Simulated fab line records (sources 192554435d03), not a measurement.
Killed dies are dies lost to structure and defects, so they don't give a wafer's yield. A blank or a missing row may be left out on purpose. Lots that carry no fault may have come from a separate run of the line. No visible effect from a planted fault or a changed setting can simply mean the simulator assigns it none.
Split-lot study || flow n5Finfet || 7 lots, 21 wafers read, on a route of 1938 steps

ABOUT THE SPLIT
At N5_BEOL_M12_ETCH_68 (etches SOC in N2/H2, time 285 s), the setting timeS was moved away from the recipe's 285 s on 6 of the 21 wafers read, by -20.4% to +10.7%. The other wafers ran this setting at the recipe's value.

The reading comes from the split's own step.

THE READING
SiARC_of_BEOL_M12_COAT_66.thkNm (the simulator's own value, which no gauge read), in nm, at N5_BEOL_M12_ETCH_68 (etches SOC in N2/H2, time 285 s). The file does not state a usual value for it. Here, 15 wafers ran the recipe; their average is 85.7 nm with a standard deviation of 0.47 nm.

{"wafer": "L079.2", "tool, chamber at the split": "rieDiel-04, 2", "timeS as run, s": 285, "against the recipe": "recipe", "SiARC_of_BEOL_M12_COAT_66.thkNm, nm": 86.2, "against lot-mates on the recipe": "-"}
{"wafer": "L079.3", "tool, chamber at the split": "rieDiel-04, 0,1", "timeS as run, s": 262, "against the recipe": "-8.1%", "SiARC_of_BEOL_M12_COAT_66.thkNm, nm": 88, "against lot-mates on the recipe": "+1.8"}
{"wafer": "L079.5", "tool, chamber at the split": "rieDiel-04, 0,1", "timeS as run, s": 262, "against the recipe": "-8.1%", "SiARC_of_BEOL_M12_COAT_66.thkNm, nm": 88, "against lot-mates on the recipe": "+1.8"}
{"wafer": "L078.1", "tool, chamber at the split": "rieDiel-05, 0,2", "timeS as run, s": 285, "against the recipe": "recipe", "SiARC_of_BEOL_M12_COAT_66.thkNm, nm": 86.4, "against lot-mates on the recipe": "-"}
{"wafer": "L078.3", "tool, chamber at the split": "rieDiel-05, 0,2", "timeS as run, s": 285, "against the recipe": "recipe", "SiARC_of_BEOL_M12_COAT_66.thkNm, nm": 86.4, "against lot-mates on the recipe": "-"}
{"wafer": "L078.6", "tool, chamber at the split": "rieDiel-05, 1", "timeS as run, s": 285, "against the recipe": "recipe", "SiARC_of_BEOL_M12_COAT_66.thkNm, nm": 86.2, "against lot-mates on the recipe": "-"}
{"wafer": "L082.2", "tool, chamber at the split": "rieDiel-05, 3", "timeS as run, s": 285, "against the recipe": "recipe", "SiARC_of_BEOL_M12_COAT_66.thkNm, nm": 85.4, "against lot-mates on the recipe": "-"}
{"wafer": "L082.3", "tool, chamber at the split": "rieDiel-05, 1", "timeS as run, s": 285, "against the recipe": "recipe", "SiARC_of_BEOL_M12_COAT_66.thkNm, nm": 86, "against lot-mates on the recipe": "-"}
{"wafer": "L082.4", "tool, chamber at the split": "rieDiel-05, 2", "timeS as run, s": 233.9, "against the recipe": "-17.9%", "SiARC_of_BEOL_M12_COAT_66.thkNm, nm": 90.4, "against lot-mates on the recipe": "+4.7"}
{"wafer": "L091.1", "tool, chamber at the split": "rieDiel-06, 0", "timeS as run, s": 285, "against the recipe": "recipe", "SiARC_of_BEOL_M12_COAT_66.thkNm, nm": 85, "against lot-mates on the recipe": "-"}
{"wafer": "L091.2", "tool, chamber at the split": "rieDiel-06, 3", "timeS as run, s": 285, "against the recipe": "recipe", "SiARC_of_BEOL_M12_COAT_66.thkNm, nm": 85.8, "against lot-mates on the recipe": "-"}
{"wafer": "L091.6", "tool, chamber at the split": "rieDiel-06, 2", "timeS as run, s": 285, "against the recipe": "recipe", "SiARC_of_BEOL_M12_COAT_66.thkNm, nm": 85.6, "against lot-mates on the recipe": "-"}
{"wafer": "L094.1", "tool, chamber at the split": "rieDiel-06, 2", "timeS as run, s": 285, "against the recipe": "recipe", "SiARC_of_BEOL_M12_COAT_66.thkNm, nm": 84.8, "against lot-mates on the recipe": "-"}
{"wafer": "L094.4", "tool, chamber at the split": "rieDiel-06, 1", "timeS as run, s": 226.8, "against the recipe": "-20.4%", "SiARC_of_BEOL_M12_COAT_66.thkNm, nm": 90.2, "against lot-mates on the recipe": "+5.4"}
{"wafer": "L094.5", "tool, chamber at the split": "rieDiel-06, 1", "timeS as run, s": 226.8, "against the recipe": "-20.4%", "SiARC_of_BEOL_M12_COAT_66.thkNm, nm": 90.4, "against lot-mates on the recipe": "+5.6"}
{"wafer": "L097.2", "tool, chamber at the split": "rieDiel-04, 3", "timeS as run, s": 285, "against the recipe": "recipe", "SiARC_of_BEOL_M12_COAT_66.thkNm, nm": 85.6, "against lot-mates on the recipe": "-"}
{"wafer": "L097.4", "tool, chamber at the split": "rieDiel-04, 0", "timeS as run, s": 315.6, "against the recipe": "+10.7%", "SiARC_of_BEOL_M12_COAT_66.thkNm, nm": 83, "against lot-mates on the recipe": -2.4}
{"wafer": "L097.5", "tool, chamber at the split": "rieDiel-04, 1", "timeS as run, s": 285, "against the recipe": "recipe", "SiARC_of_BEOL_M12_COAT_66.thkNm, nm": 85.2, "against lot-mates on the recipe": "-"}
{"wafer": "L095.1", "tool, chamber at the split": "rieDiel-06, 0,2,3", "timeS as run, s": 285, "against the recipe": "recipe", "SiARC_of_BEOL_M12_COAT_66.thkNm, nm": 85.8, "against lot-mates on the recipe": "-"}
{"wafer": "L095.2", "tool, chamber at the split": "rieDiel-06, 0,2,3", "timeS as run, s": 285, "against the recipe": "recipe", "SiARC_of_BEOL_M12_COAT_66.thkNm, nm": 85.8, "against lot-mates on the recipe": "-"}
{"wafer": "L095.6", "tool, chamber at the split": "rieDiel-06, 0,2,3", "timeS as run, s": 285, "against the recipe": "recipe", "SiARC_of_BEOL_M12_COAT_66.thkNm, nm": 85.8, "against lot-mates on the recipe": "-"}
Where a row lists several chambers, the file gives one row for several wafers and doesn't say which wafer went through which chamber.

FIT RESULTS
A straight line over all 21 wafers: SiARC_of_BEOL_M12_COAT_66.thkNm changes by -0.239 nm for each +1% of timeS; r = -0.97; the points scatter about the line by 0.45 nm.
The same after taking each lot's own level away (the mean of its wafers on the recipe; 21 wafers): -0.259 nm for each +1%; r = -0.99; scatter 0.24 nm.
According to that fit, moving timeS by its largest amount changes the reading by 5.3 nm.
The lots' own levels span 84.80 to 86.33 nm, that is 3.3 times the standard deviation above.
The two slopes agree, so the slope changes little with the lot-to-lot level.
Check: +5.26 nm against its lot-mates is what the line predicts for one of the wafers moved furthest among these (-20.4%) when that wafer is left out of the fit. Against them it came out at +5.4 nm.

ADDITIONAL SPLITS CARRIED BY THESE WAFERS
Other splits were also applied to these wafers ahead of the reading. Each is held against what the fit with the lots' levels taken away leaves over:
{"other split on the same wafers": "N5_BEOL_M7_HM_DEP_02 targetThkA", "wafers away from the commonest value": 7, "r with SiARC_of_BEOL_M12_COAT_66.thkNm (lot level and that fit taken away)": "+0.06"}
{"other split on the same wafers": "N5_BEOL_M8_ETCH_62 sourceW", "wafers away from the commonest value": 6, "r with SiARC_of_BEOL_M12_COAT_66.thkNm (lot level and that fit taken away)": "+0.11"}
{"other split on the same wafers": "N5_BEOL_M8_COAT_22 spinRpm", "wafers away from the commonest value": 4, "r with SiARC_of_BEOL_M12_COAT_66.thkNm (lot level and that fit taken away)": -0.33}
{"other split on the same wafers": "N5_BEOL_M8_TRENCH_ETCH_37 biasW", "wafers away from the commonest value": 8, "r with SiARC_of_BEOL_M12_COAT_66.thkNm (lot level and that fit taken away)": "+0.07"}
{"other split on the same wafers": "N5_BEOL_M10_COAT_63 spinRpm", "wafers away from the commonest value": 6, "r with SiARC_of_BEOL_M12_COAT_66.thkNm (lot level and that fit taken away)": "+0.29"}
{"other split on the same wafers": "N5_BEOL_M10_EXPOSE_25 doseMj", "wafers away from the commonest value": 5, "r with SiARC_of_BEOL_M12_COAT_66.thkNm (lot level and that fit taken away)": "+0.48"}
{"other split on the same wafers": "N5_BEOL_M11_COAT_64 spinRpm", "wafers away from the commonest value": 8, "r with SiARC_of_BEOL_M12_COAT_66.thkNm (lot level and that fit taken away)": "+0.08"}

THE FILE'S OWN FIT
SiARC_of_BEOL_M12_COAT_66.thkNm changes by -0.258 nm for each +1% of timeS, r = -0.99.
